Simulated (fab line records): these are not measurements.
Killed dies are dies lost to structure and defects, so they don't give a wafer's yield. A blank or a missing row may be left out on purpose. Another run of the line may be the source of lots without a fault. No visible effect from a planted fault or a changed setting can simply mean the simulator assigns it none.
fab line records | flow n5Finfet
record lots=7 wafers=21
route steps=1938 shown BEOL_M1@770 BEOL_M3@977 BEOL_M5@1129 BEOL_M6@1200
startH: start of the lot's first displayed wafer, in hours after the record's first day | waitH: hours elapsed since this lot's preceding step | " repeats the value in the row above | L1.1+2: a single row standing in for several wafers | - no value, or no start given | * or withheld: withheld | < > ~ a bound
route shown NAME@n: a module of which the file shows steps, and the number in the route of the first | usual: mean/standard deviation taken from wafers without a fault | same: alike in all rows | chamber/n: place in a boat | sites: readings site by site | _std_site: their standard deviation | _edge_site: the outer-site mean with the inner-site mean subtracted | radiusMm: for every site, how far away it sits from the centre of the wafer | mask NAME#n: copy n | behind: the tool/chamber that last shaped the wafer | hold: reason for holding the lot/hours on hold/outcome of the hold | device: whichever transistor did not switch (one of n, p or np) | end of line: the tests these same wafers got at the end of their route | step lacking rows: just its recipe | killed: dies that structure and defects cost at the first sort, which is not the same as the wafer's yield | map: a wafer's dies, x killed, . not, _ none there
set.NAME: setting as actually run; set.NAME@STEP: the setting as run at that earlier step | model.NAME: the simulator's own value behind a step, which no gauge read
lots run with intentionally changed settings; tables by step, rows by wafer
## steps
# step N5_BEOL_M1_ETCH_64
# recipe chemistry=N2/H2 target=SOC targetDepthA=750 overetchA=150 maskMaterial=SiARC tempC=40 timeS=112.5 ionEnergyEv=200 pressureMtorr=30 sourceW=840 biasW=150 n2FlowSccm=200 h2FlowSccm=200
# usual rfVppV=523/3.1
# columns lot.wafer tool chamber startH waitH set.sourceW set.doseMj@BEOL_M1_EXPOSE_08 rfVppV model.BEOL_M1.cdOffsetNm
L076.1 rieDiel-03 0 142.24 0.0 897.3 35.37 512 1.4
L076.4 " 3 " " 840 35.37 527 1.4
L076.5 " 0 " " 897.3 33 513 0.2
L080.1 rieDiel-01 3 167.26 0.0 923.2 33 507 0.4
L080.2 " 0 " " 840 33 526 0.4
L080.4 " 2 " " 923.2 33 509 0.4
L081.3 rieDiel-03 2 167.42 0.0 771.7 30.85 539 -1.8
L081.4 " 0 " " 771.7 33 539 -0.4
L081.5 " 2 " " 840 33 525 -0.4
L090.4 rieDiel-02 0 218.67 0.0 840 33 525 0
L090.5 " 2 " " 840 33 521 0.2
L090.6 " 3 " " 840 33 521 0.2
L091.2 rieDiel-02 1 226.98 0.0 840 33 521 0
L091.3 " 2 " " 840 33 521 0
L091.6 " 3 " " 840 33.97 521 0.4
L092.2 rieDiel-03 0 231.55 0.0 840 32.15 525 -0.4
L092.4 " 2 " " 840 33 524 -0.2
L092.5 " 1 " " 840 33 517 0
L097.2 rieDiel-03 0 259.24 0.0 840 33 526 0.4
L097.3 " 3 " " 762.3 35.25 544 1.2
L097.4 " 1 " " 840 35.25 518 1.2
# step N5_BEOL_M1_STRIP_65
# recipe chemistry=N2/H2 tempC=40 n2FlowSccm=200 h2FlowSccm=200 rfFrequencyHz=6e+07
# step N5_BEOL_M1_STRIP_75
# recipe chemistry=N2/H2 tempC=40 n2FlowSccm=200 h2FlowSccm=200 rfFrequencyHz=6e+07
# step N5_BEOL_M1_STRIP_66
# recipe chemistry=CF4 resist=SiARC powerW=300 biasPowerW=75 pressureMtorr=50 cf4FlowSccm=150 rfFrequencyHz=6e+07
# step N5_BEOL_M1_HM_OPEN_17
# recipe chemistry=Cl2/BCl3 targetDepthA=200 overetchA=60 target=TiN maskMaterial=SOC ionEnergyEv=150 pressureMtorr=10 icpW=1000 biasW=126 Cl2_flow_sccm=53.25 bcl3FlowSccm=21.75 Ar_flow_sccm=25
# columns lot.wafer tool chamber startH waitH set.doseMj@BEOL_M1_EXPOSE_08 model.BEOL_M1.cdOffsetNm
L076.1+4 rieMetal-01 1,0 142.41 0.0 35.37 1.4
L076.5 " 0 " " 33 0.2
L080.1+2+4 rieMetal-01 0,1,1 167.42 0.0 33 0.4
L081.3 rieMetal-03 0 167.65 0.1 30.85 -2
L081.4+5 " 0 " " 33 -0.4
L090.4 rieMetal-02 0 218.87 0.1 33 0
L090.5 " 1 " " 33 0.2
L090.6 " 0 " " 33 0.4
L091.2 rieMetal-01 1 227.18 0.1 33 -0.2
L091.3 " 1 " " 33 0
L091.6 " 1 " " 33.97 0.2
L092.2 rieMetal-03 1 231.72 0.0 32.15 -0.4
L092.4+5 " 1 " " 33 0
L097.2 rieMetal-03 0 259.41 0.0 33 0.4
L097.3+4 " 1,0 " " 35.25 1.2
# step N5_BEOL_M1_STRIP_19
# recipe chemistry=O2 powerW=400 tempC=40 pressureMtorr=30 rfFrequencyHz=6e+07 biasPowerW=0 overashFraction=0.2 o2FlowSccm=225
# step N5_BEOL_M1_PRECLEAN_42
# recipe chemistry=residueRemover timeS=60 tempC=40
# step N5_BEOL_M1_SRD_43
# recipe timeS=30 tempC=23 rinseLiquid=diw dry=ipaMarangoni
# step N5_BEOL_M1_CD_MEAS_35
# recipe targetCdNm=18 targetCdYNm=21 polarity=opening
# usual cdNm=17.9/0.31
# columns lot.wafer tool chamber startH waitH set.doseMj@BEOL_M1_EXPOSE_08 cdNm
L076.1 cdSem-01 - 144.47 0.0 35.37 19.3
L076.4 " - " " 35.37 19.6
L076.5 " - " " 33 18.4
L080.1 cdSem-02 - 169.07 0.0 33 18.4
L080.2 " - " " 33 18.4
L080.4 " - " " 33 18.4
L081.3 cdSem-03 - 170.50 0.0 30.85 16.2
L081.4 " - " " 33 17.4
L081.5 " - " " 33 17.7
L090.4 cdSem-02 - 227.64 0.0 33 18.3
L090.5 " - " " 33 18.1
L090.6 " - " " 33 18.3
L091.2 cdSem-02 - 232.51 0.0 33 17.9
L091.3 " - " " 33 18.2
L091.6 " - " " 33.97 18.0
L092.2 cdSem-02 - 234.72 0.0 32.15 17.5
L092.4 " - " " 33 17.9
L092.5 " - " " 33 18.2
L097.2 cdSem-02 - 270.36 0.0 33 18.3
L097.3 " - " " 35.25 19.3
L097.4 " - " " 35.25 19.1
# step N5_BEOL_M3_VIA_ETCH_34
# recipe chemistry=C4F6/O2 targetDepthA=694 maskMaterial=SOC pressureMtorr=15 ionEnergyEv=250 taperDeg=4 timeS=65.9 sourceW=350 biasW=170 Ar_flow_sccm=300 C4F6_flow_sccm=10 O2_flow_sccm=10
# columns lot.wafer tool chamber startH waitH set.timeS model.etch.depthNm model.SOC_of_BEOL_M3_COAT_67.thkNm
L076.1 rieDiel-03 1 176.04 0.0 52.86 54.62 53.6
L076.4 " 0 " " 65.9 68.92 51.6
L076.5 " 0 " " 52.86 55.26 53.6
L080.1 rieDiel-01 3 193.95 0.0 65.9 69.58 52
L080.2 " 0 " " 65.9 68.69 52
L080.4 " 0 " " 65.9 68.73 52.2
L081.3 rieDiel-01 0 195.94 0.0 65.9 68.79 52
L081.4 " 1 " " 65.9 70.79 51.8
L081.5 " 3 " " 65.9 69.88 51.8
L090.4 rieDiel-02 1 251.99 0.0 65.9 70.61 51.4
L090.5 " 1 " " 65.9 70.13 51.6
L090.6 " 2 " " 65.9 68.97 51.8
L091.2 rieDiel-03 3 264.20 0.0 65.9 70.37 52
L091.3 " 1 " " 65.9 68.05 52
L091.6 " 1 " " 65.9 68.26 52.2
L092.2 rieDiel-01 2 274.55 0.0 65.9 69.44 51.8
L092.4 " 0 " " 65.9 68.28 52.2
L092.5 " 0 " " 65.9 68.7 52.2
L097.2 rieDiel-03 2 297.09 0.0 65.9 68.56 51.8
L097.3 " 1 " " 76.43 79.17 50.6
L097.4 " 3 " " 65.9 69.77 51.6
# step N5_BEOL_M3_TRENCH_ETCH_37
# recipe chemistry=C4F6/O2 targetDepthA=555.55 target=SiOC timeS=29.2 ionEnergyEv=250 pressureMtorr=30 sourceW=355 biasW=185 Ar_flow_sccm=300 C4F6_flow_sccm=10 O2_flow_sccm=10
# usual rfVppV=665/7.3
# columns lot.wafer tool chamber startH waitH set.sourceW rfVppV model.BEOL_M3.featureDepthNm model.etch.depthNm
L076.1 rieDiel-03 1 - - 355 662 54.4 54.42
L076.4 " 0 " " 292.7 741 51.2 51.28
L076.5 " 0 " " 355 672 55.2 55.2
L080.1 rieDiel-01 3 - - 338.5 673 54.2 54.19
L080.2 " 0 " " 355 655 54.6 54.66
L080.4 " 0 " " 355 655 54.4 54.35
L081.3 rieDiel-01 0 - - 355 655 55 55.02
L081.4 " 1 " " 355 660 56 56.07
L081.5 " 3 " " 355 656 55.6 55.62
L090.4 rieDiel-02 1 - - 355 659 55.8 55.73
L090.5 " 1 " " 355 660 55.6 55.68
L090.6 " 2 " " 355 670 55 54.92
L091.2 rieDiel-03 3 - - 355 678 55.8 55.86
L091.3 " 1 " " 412.6 614 57.6 57.68
L091.6 " 1 " " 412.6 612 57.6 57.53
L092.2 rieDiel-01 2 - - 317.7 716 53.6 53.54
L092.4 " 0 " " 355 655 54.8 54.89
L092.5 " 0 " " 317.7 693 53.2 53.2
L097.2 rieDiel-03 2 - - 415.7 621 58.4 58.32
L097.3 " 1 " " 415.7 611 58.4 58.34
L097.4 " 3 " " 355 678 55.6 55.69
# step N5_BEOL_M3_ETCH_41
# recipe chemistry=CH3F/O2 target=SiCN targetDepthA=299 taperDeg=2 timeS=52.5 ionEnergyEv=120 maskMaterial=TiN pressureMtorr=30 sourceW=395 biasW=75 Ar_flow_sccm=150 CH3F_flow_sccm=30 O2_flow_sccm=20
# step N5_BEOL_M3_STRIP_97
# recipe chemistry=N2/H2 timeS=10 powerW=450 tempC=40 pressureMtorr=20 rfFrequencyHz=6e+07 biasPowerW=7 n2FlowSccm=200 h2FlowSccm=200
# step N5_BEOL_M3_OCD_MEAS_38
# usual trenchDepthNm=55.3/0.86
# columns lot.wafer tool chamber startH waitH set.sourceW@BEOL_M3_TRENCH_ETCH_37 trenchDepthNm
L076.1 ocd-02 - 176.29 - 355 54.6
L076.4 " - " " 292.7 51.1
L076.5 " - " " 355 55.0
L080.1 ocd-01 - 194.20 - 338.5 54.5
L080.2 " - " " 355 54.5
L080.4 " - " " 355 53.8
L081.3 ocd-02 - 196.20 - 355 54.9
L081.4 " - " " 355 55.8
L081.5 " - " " 355 55.7
L090.4 ocd-02 - 252.25 - 355 55.8
L090.5 " - " " 355 55.8
L090.6 " - " " 355 55.2
L091.2 ocd-02 - 264.45 - 355 55.8
L091.3 " - " " 412.6 57.8
L091.6 " - " " 412.6 57.2
L092.2 ocd-02 - 274.80 - 317.7 53.6
L092.4 " - " " 355 55.1
L092.5 " - " " 317.7 53.5
L097.2 ocd-02 - 297.35 - 415.7 59.1
L097.3 " - " " 415.7 58.2
L097.4 " - " " 355 55.6
# step N5_BEOL_M5_DESCUM_16
# recipe chemistry=O2 timeS=7 sourcePowerW=50 biasPowerW=20 pressureMtorr=20 rfFrequencyHz=2.712e+07 tempC=40 resist=CAR-EUV o2FlowSccm=225
# columns lot.wafer tool chamber startH waitH set.timeS model.CAR-EUV_of_BEOL_M5_COAT_05.thkNm
L076.1 rieDiel-02 2 202.42 0.0 7 26
L076.4 " 3 " " 7 26.2
L076.5 " 2 " " 7.395 26
L080.1 rieDiel-03 1 215.70 0.2 8.505 25.2
L080.2 " 3 " " 7 25.8
L080.4 " 2 " " 8.505 25
L081.3 rieDiel-02 1 218.82 0.1 7 26.2
L081.4+5 " 3 " " 8.242 25.4
L090.4+5+6 rieDiel-03 0,3,0 271.34 0.0 7 26.2
L091.2+6 rieDiel-01 0,1 280.38 0.0 6.437 26.4
L091.3 " 1 " " 7 26.2
L092.2+4+5 rieDiel-02 3,0,3 296.65 0.0 8.196 25.4
L097.2+3+4 rieDiel-03 0,2,3 323.43 0.0 7 26
# step N5_BEOL_M6_COAT_60
# recipe resist=SiARC tempC=220 timeS=60 spinRpm=1500 resistThkNm=35
# columns lot.wafer tool chamber startH waitH set.spinRpm model.SiARC_of_BEOL_M6_COAT_60.thkNm
L076.1 lithoTrack-01 0 - - 1500 35.2
L076.4 " 0 " " 1364 36.8
L076.5 " 0 " " 1500 35
L080.1+2 lithoTrack-05 0 - - 1500 35
L080.4 " 0 " " 1548 34.6
L081.3+4 lithoTrack-01 0 - - 1575 34.2
L081.5 " 0 " " 1500 35.2
L090.4+5+6 lithoTrack-05 0 - - 1500 35
L091.2+3 lithoTrack-01 0 - - 1500 35
L091.6 " 0 " " 1630 33.6
L092.2+4 lithoTrack-03 0 - - 1371 36.6
L092.5 " 0 " " 1500 35
L097.2 lithoTrack-05 0 - - 1359 37
L097.3+4 " 0 " " 1500 35
# step N5_BEOL_M6_COAT_05
# recipe resist=CAR-ArF spinRpm=1500 resistThkNm=90
# step N5_BEOL_M6_EBR_07
# recipe solvent=PGMEA ebrWidthMm=1.5
# step N5_BEOL_M6_DESCUM_16
# recipe chemistry=O2 timeS=7.9 sourcePowerW=50 biasPowerW=20 pressureMtorr=20 rfFrequencyHz=2.712e+07 tempC=40 resist=CAR-ArF o2FlowSccm=225
# step N5_BEOL_M6_ETCH_61
# recipe chemistry=CF4 target=SiARC targetDepthA=455 maskMaterial=CAR-ArF timeS=75.8 ionEnergyEv=80 pressureMtorr=40 sourceW=545 biasW=36 Ar_flow_sccm=100 cf4FlowSccm=100 ends=cleared
# columns lot.wafer tool chamber startH waitH set.spinRpm@BEOL_M6_COAT_60 model.etch.depthNm model.CAR-ArF_of_BEOL_M6_COAT_05.thkNm
L076.1 rieDiel-05 2 212.61 0.0 1500 35.11 50.8
L076.4 " 3 " " 1364 36.82 49.2
L076.5 " 3 " " 1500 35.07 51
L080.1 rieDiel-06 0 228.21 0.0 1500 34.92 51
L080.2 " 1 " " 1500 35.04 50.4
L080.4 " 3 " " 1548 34.61 51
L081.3 rieDiel-06 3 231.32 0.0 1575 34.26 51.6
L081.4 " 0 " " 1575 34.23 51.6
L081.5 " 0 " " 1500 35.11 50.8
L090.4 rieDiel-05 2 285.29 0.0 1500 34.99 50.6
L090.5 " 2 " " 1500 35.04 50.6
L090.6 " 3 " " 1500 35.02 50.6
L091.2 rieDiel-04 0 294.49 0.0 1500 35.01 51.2
L091.3 " 1 " " 1500 35.05 51
L091.6 " 2 " " 1630 33.64 52.6
L092.2 rieDiel-06 2 309.01 0.0 1371 36.61 48.8
L092.4 " 0 " " 1371 36.6 48.8
L092.5 " 1 " " 1500 35.03 50.6
L097.2 rieDiel-05 2 336.18 0.0 1359 36.93 49
L097.3 " 1 " " 1500 35.04 51
L097.4 " 3 " " 1500 35.06 50.8
# step N5_BEOL_M6_ETCH_62
# recipe chemistry=N2/H2 target=SOC targetDepthA=1100 overetchA=220 maskMaterial=SiARC tempC=40 timeS=165 ionEnergyEv=200 pressureMtorr=30 sourceW=840 biasW=150 n2FlowSccm=200 h2FlowSccm=200
# columns lot.wafer tool chamber startH waitH set.timeS set.spinRpm@BEOL_M6_COAT_60 model.SiARC_of_BEOL_M6_COAT_60.thkNm
L076.1 rieDiel-05 2 212.66 0.0 165 1500 28.4
L076.4 " 3 " " 165 1364 30.2
L076.5 " 3 " " 133.3 1500 29.8
L080.1 rieDiel-06 0 228.27 0.0 165 1500 28.2
L080.2 " 1 " " 182.5 1500 27.6
L080.4 " 3 " " 165 1548 28
L081.3 rieDiel-06 3 231.38 0.0 175.5 1575 27.2
L081.4 " 0 " " 165 1575 27.4
L081.5 " 0 " " 165 1500 28.2
L090.4 rieDiel-05 2 285.34 0.0 165 1500 28.2
L090.5+6 " 2,3 " " 165 1500 28.4
L091.2 rieDiel-04 0 294.55 0.0 165 1500 28
L091.3 " 1 " " 165 1500 28.4
L091.6 " 2 " " 165 1630 27
L092.2 rieDiel-06 2 309.07 0.0 165 1371 30
L092.4 " 0 " " 165 1371 29.8
L092.5 " 1 " " 165 1500 28.4
L097.2 rieDiel-05 2 336.24 0.0 165 1359 30.2
L097.3 " 1 " " 165 1500 28.4
L097.4 " 3 " " 165 1500 28.6
# step N5_BEOL_M6_ETCH_66
# recipe chemistry=N2/H2 target=SOC targetDepthA=800 overetchA=160 maskMaterial=SiARC tempC=40 timeS=120 ionEnergyEv=200 pressureMtorr=30 sourceW=840 biasW=150 n2FlowSccm=200 h2FlowSccm=200
# usual rfVppV=523.5/2.4
# columns lot.wafer tool chamber startH waitH set.biasW rfVppV model.SiARC_of_BEOL_M6_COAT_64.thkNm
L076.1 rieDiel-06 2 214.62 0.0 150 522.2 6.4
L076.4 " 1 " " 169.8 563.9 5.6
L076.5 " 0 " " 169.8 570.6 5.4
L080.1 rieDiel-04 2 230.43 0.0 150 521.6 6.4
L080.2 " 0 " " 150 519.4 6.4
L080.4 " 1 " " 163.3 555.9 5.8
L081.3 rieDiel-05 2 232.55 0.0 159.2 542.5 6
L081.4 " 0 " " 159.2 540.9 6
L081.5 " 3 " " 150 523.4 6.4
L090.4 rieDiel-04 3 286.40 0.0 150 524.5 6.4
L090.5 " 2 " " 150 523.7 6.4
L090.6 " 3 " " 150 525.5 6.4
L091.2 rieDiel-05 3 296.19 0.0 150 523.1 6.4
L091.3 " 1 " " 137.6 493.7 7
L091.6 " 3 " " 150 523.1 6.4
L092.2 rieDiel-04 0 310.42 0.0 150 527.8 6.2
L092.4 " 2 " " 168.6 563.3 5.6
L092.5 " 1 " " 168.6 567.8 5.6
L097.2 rieDiel-05 3 338.63 0.0 150 522.9 6.4
L097.3 " 2 " " 165.7 555.6 5.8
L097.4 " 0 " " 150 522.0 6.4
## key
split step=N5_BEOL_M1_ETCH_64 setting=sourceW stated=840 by=wafer
response step=N5_BEOL_M1_ETCH_64 reading=rfVppV change=-2.01 per=1% r=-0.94
split step=N5_BEOL_M3_VIA_ETCH_34 setting=timeS stated=65.9 by=wafer
response step=N5_BEOL_M3_VIA_ETCH_34 reading=model.etch.depthNm change=+0.675 per=1% r=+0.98
response step=N5_BEOL_M3_VIA_ETCH_34 reading=model.SOC_of_BEOL_M3_COAT_67.thkNm change=-0.0884 per=1% r=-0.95
split step=N5_BEOL_M3_TRENCH_ETCH_37 setting=sourceW stated=355 by=wafer
response step=N5_BEOL_M3_TRENCH_ETCH_37 reading=rfVppV change=-4.03 per=1% r=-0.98
response step=N5_BEOL_M3_TRENCH_ETCH_37 reading=model.BEOL_M3.featureDepthNm change=+0.157 per=1% r=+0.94
response step=N5_BEOL_M3_TRENCH_ETCH_37 reading=model.etch.depthNm change=+0.154 per=1% r=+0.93
response step=N5_BEOL_M3_OCD_MEAS_38 reading=trenchDepthNm change=+0.161 per=1% r=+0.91
split step=N5_BEOL_M5_DESCUM_16 setting=timeS stated=7 by=wafer
response step=N5_BEOL_M5_DESCUM_16 reading=model.CAR-EUV_of_BEOL_M5_COAT_05.thkNm change=-0.036 per=1% r=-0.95
split step=N5_BEOL_M6_COAT_60 setting=spinRpm stated=1500 by=wafer
response step=N5_BEOL_M6_COAT_60 reading=model.SiARC_of_BEOL_M6_COAT_60.thkNm change=-0.187 per=1% r=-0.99
response step=N5_BEOL_M6_ETCH_61 reading=model.etch.depthNm change=-0.182 per=1% r=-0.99
response step=N5_BEOL_M6_ETCH_61 reading=model.CAR-ArF_of_BEOL_M6_COAT_05.thkNm change=+0.188 per=1% r=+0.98
response step=N5_BEOL_M6_ETCH_62 reading=model.SiARC_of_BEOL_M6_COAT_60.thkNm change=-0.151 per=1% r=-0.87
split step=N5_BEOL_M6_ETCH_62 setting=timeS stated=165 by=wafer
response step=N5_BEOL_M6_ETCH_62 reading=model.SiARC_of_BEOL_M6_COAT_60.thkNm slope=-0.064 per=1% togetherWith=spinRpm@BEOL_M6_COAT_60 explained=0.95
split step=N5_BEOL_M6_ETCH_66 setting=biasW stated=150 by=wafer
response step=N5_BEOL_M6_ETCH_66 reading=rfVppV change=+3.34 per=1% r=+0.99
response step=N5_BEOL_M6_ETCH_66 reading=model.SiARC_of_BEOL_M6_COAT_64.thkNm change=-0.0616 per=1% r=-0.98
split outsideThisFile step=N5_BEOL_M1_EXPOSE_08 setting=doseMj
# split outsideThisFile: this setting was split too, and the file shows its column; the key of that split is in another file
